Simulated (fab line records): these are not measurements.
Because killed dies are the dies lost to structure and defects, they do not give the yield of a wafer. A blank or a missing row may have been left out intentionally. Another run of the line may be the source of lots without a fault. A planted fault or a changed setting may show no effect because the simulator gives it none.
A struck lot beside a sound one || flow nand harc || 14 out of 1159 route steps
Sound: these wafers, L885.2, L885.4, L885.5. Struck: wafers L895.1, L895.4 (left out: L895.5, a lot-mate that was not struck); the cause follows at the end.
For every step that has rows: the tool of each side, followed by ch and its chambers, followed by its first start. Under that, the readings that differ: sound wafers || struck wafers || difference of the means || sigmas: that difference in standard deviations of wafers without a fault.
alike: words and numbers the same on both sides, and readings whose means are apart by under 2 such deviations; not compared: readings that were withheld, readings missing a value for some wafer, numbers with overlapping values and no deviation given by the record, and bounds like >300 which may hide the same value.
Wherever a step has rows on one side only, a row that says differs or no value, or a row with sigmas, the two part there. Numbers that don't overlap but have no deviation are shown without sigmas and don't part them. Lack of a reading on every wafer of one side parts them only where that side has two or more wafers.

NHARC_A_WL_FILL_CVD_03: deposits W, target thk 40 nm, time 3302 s.
  sound on cvd w-02 ch 0,1, day 15 16:32; struck on cvd w-02 ch 0, day 18 10:20
{"reading": "throttle valve pct (%)", "sound": "7.88 8.24 8.13", "struck": "7.41 7.48", "difference": -0.64, "sigmas": -2}
  alike: heater power w
then, 1 step without rows for these wafers: NHARC_A_WL_FILL_ETCHBACK_04 (etches the open film in NF3, target depth 60 nm, time 120 s).
NHARC_A_WL_FILL_ETCHBACK_05: etches the open film in Cl2/BCl3, target depth 22 nm, time 60 s.
  sound on rie metal-01 ch 0,1, day 15 20:07; struck on rie metal-02 ch 0, day 18 13:25
{"reading": "drypump motor current A (A)", "sound": "5.7 5.7 6.0", "struck": "6.7 6.7", "difference": "+0.9", "sigmas": "+3"}
  alike: oes product au, run length s
  not compared: rf hours counter h
NHARC_A_WL_FILL_STRIP_27: strips in N2/H2, time 20 s.
  sound on plasma asher-02 ch 0, day 15 20:16; struck on plasma asher-02 ch 1, day 18 13:34
  alike: drypump motor current A, heater power w
  not compared: rf hours counter h
then, 5 steps without rows for these wafers: NHARC_A_WL_FILL_STRIP_28 (strips in post etch residue remover, time 1200 s); NHARC_A_WL_FILL_PRECLEAN_06 (cleans in DIW, time 300 s); NHARC_A_WL_FILL_SRD_07; NHARC_A_WL_FILL_ANNEAL_08 (time 1800 s); NHARC_A_WL_FILL_ALD_10 (deposits SiO2, target thk 50 nm, pulse time 10 s, ald cycles 500).
NHARC_A_WL_FILL_ETCHBACK_16: etches the open film in C4F8/O2/Ar, target depth 88 nm, time 17.6 s.
  sound: rie diel-12 ch 1,2; struck: rie diel-12 ch 0,3
{"reading": "oes product au (a.u.)", "sound": "0.936 0.924 0.920", "struck": "1.021 1.005", "difference": "+0.086", "sigmas": "+3"}
  alike: rf vpp V, run length s
  not compared: rf hours counter h
NHARC_A_WL_FILL_STRIP_29: strips in O2, time 20 s.
  sound on rie diel-12 ch 0,1,2, day 16 06:33; struck on rie diel-12 ch 0,2, day 18 23:34
  alike: drypump motor current A, oes product au, rf vpp V, showerhead plenum p Torr, throttle valve pct
  not compared: rf hours counter h
NHARC_A_WL_FILL_ETCHBACK_17: etches the open film in Cl2/BCl3, target depth 4 nm, time 26.7 s.
  sound on rie metal-01 ch 0,1, day 16 06:38; struck on rie metal-03 ch 0,1, day 18 23:39
{"reading": "run length s (s)", "sound": "48.1 48.9 47.8", "struck": "41.3 40.6", "difference": -7.3, "sigmas": -19}
  alike: drypump motor current A, oes product au
  not compared: rf hours counter h
then, 2 steps without rows for these wafers: NHARC_A_WL_FILL_PRECLEAN_18 (cleans in dHF, time 30 s); NHARC_END_SORT_01.

WHERE THEY PART
At NHARC_A_WL_FILL_CVD_03 first; at NHARC_A_WL_FILL_ETCHBACK_17 last (within this record only).

WHY: what the simulator had put in
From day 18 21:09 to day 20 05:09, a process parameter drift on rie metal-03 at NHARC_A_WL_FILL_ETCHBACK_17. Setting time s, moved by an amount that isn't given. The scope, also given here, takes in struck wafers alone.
